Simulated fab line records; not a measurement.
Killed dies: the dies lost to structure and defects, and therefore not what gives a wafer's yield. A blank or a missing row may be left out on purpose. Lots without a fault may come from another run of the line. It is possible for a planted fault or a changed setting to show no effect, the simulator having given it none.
Matching of chambers -- flow nand_harc -- 4 sister chambers for NHARC_P_M0_DESCUM_14 on rie_diel-02
The step chemistry O2, time 3 s. 8 wafers are shown with their chamber, then 8 later ones without.

## WAFERS, EACH WITH ITS CHAMBER
wafer,chamber,showerhead_plenum_p_Torr (Torr),drypump_motor_current_A (A)
L611.2,0,2.03,6.1
L613.1,3,1.80,6.6
L613.2,2,1.92,6.4
L613.3,1,1.90,6.6
L617.2,3,1.80,6.6
L617.3,0,2.03,6.2
L617.4,1,1.90,6.6
L620.4,2,1.91,6.4

## WAFERS MISSING THEIR CHAMBER
wafer,showerhead_plenum_p_Torr (Torr),drypump_motor_current_A (A)
L620.5,1.80,6.6
L620.6,1.91,6.4
L622.2,1.80,6.6
L622.4,1.90,6.6
L622.5,1.80,6.6
L624.3,1.80,6.6
L624.5,1.80,6.6
L624.6,1.91,6.5

## WHICH CHAMBER EACH ONE RAN IN
wafer,from the rows above,in truth
L620.5,3,3
L620.6,2,2
L622.2,3,3
L622.4,1,1
L622.5,3,3
L624.3,3,3
L624.5,3,3
L624.6,can't be placed: 2 or 1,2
7 of 8 placed correctly. Unplaceable from these rows: 1, with the true chamber sitting among the candidates in 1. Wrongly placed: 0.
How it was worked out, from the rows above alone: a wafer's distance from a chamber is the root of the sum, over the readings, of the square of ((its reading less the chamber's mean) divided by the reading's scatter). If the next closest chamber is less than 2 further off than the closest, the wafer can't be placed; otherwise it belongs to the closest. The mean given for a chamber averages the wafers shown for that chamber. The scatter: the root of (the sum of the squares of (reading less its chamber's mean) over the shown wafers, divided by (wafers less chambers)).
